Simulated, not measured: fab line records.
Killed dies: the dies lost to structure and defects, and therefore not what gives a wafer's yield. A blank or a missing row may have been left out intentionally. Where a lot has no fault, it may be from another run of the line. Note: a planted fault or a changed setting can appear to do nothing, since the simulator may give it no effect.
Chamber matching	flow n5Finfet	N5_BEOL_M2_ALD_84 on aldMetal-04: 4 sister chambers
The step deposits TaN, pulse time 2 s, purge time 3 s, co reactant purge time 2 s. 14 wafers are shown with their chamber, then 7 later ones without.

WAFERS, EACH WITH ITS CHAMBER
wafer	chamber	heaterPowerW (W)
L077.1	0	415
L077.4	3	463
L077.6	0	419
L078.4	3	455
L078.5	3	443
L078.6	2	392
L080.3	0	414
L080.4	2	409
L080.5	3	450
L086.3	1	445
L086.5	0	423
L086.6	3	440
L092.1	0	416
L092.2	2	402

SIGNATURES (averages over the wafers above)
reading	chamber 0	chamber 1	chamber 2	chamber 3	scatter within a chamber
heaterPowerW	417.40	445.00	401.00	450.20	7.36
Rule: a wafer's distance from a chamber is the root of the sum, over the readings, of the square of ((its reading less the chamber's mean) divided by the reading's scatter). The wafer belongs to the nearest chamber; if the next one is less than 2 further off, it can't be placed. The scatter: the root of (the sum of the squares of (reading less its chamber's mean) over the shown wafers, divided by (wafers less chambers)).

WAFERS WHOSE CHAMBER IS MISSING
wafer	heaterPowerW (W)
L092.5	399
L095.4	410
L095.5	430
L095.6	443
L097.3	451
L097.4	401
L097.5	433

WHICH CHAMBER EACH WENT THROUGH
wafer	from the rows above	in truth
L092.5	2	2
L095.4	can't be placed: 0 or 2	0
L095.5	can't be placed: 0 or 1 or 3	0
L095.6	can't be placed: 1 or 3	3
L097.3	can't be placed: 3 or 1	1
L097.4	2	2
L097.5	can't be placed: 1 or 0 or 3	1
Correct placement for 2 of the 7. From these rows, 5 cannot be placed; in 5 the true chamber is one of the candidates. Wrongly placed: 0.
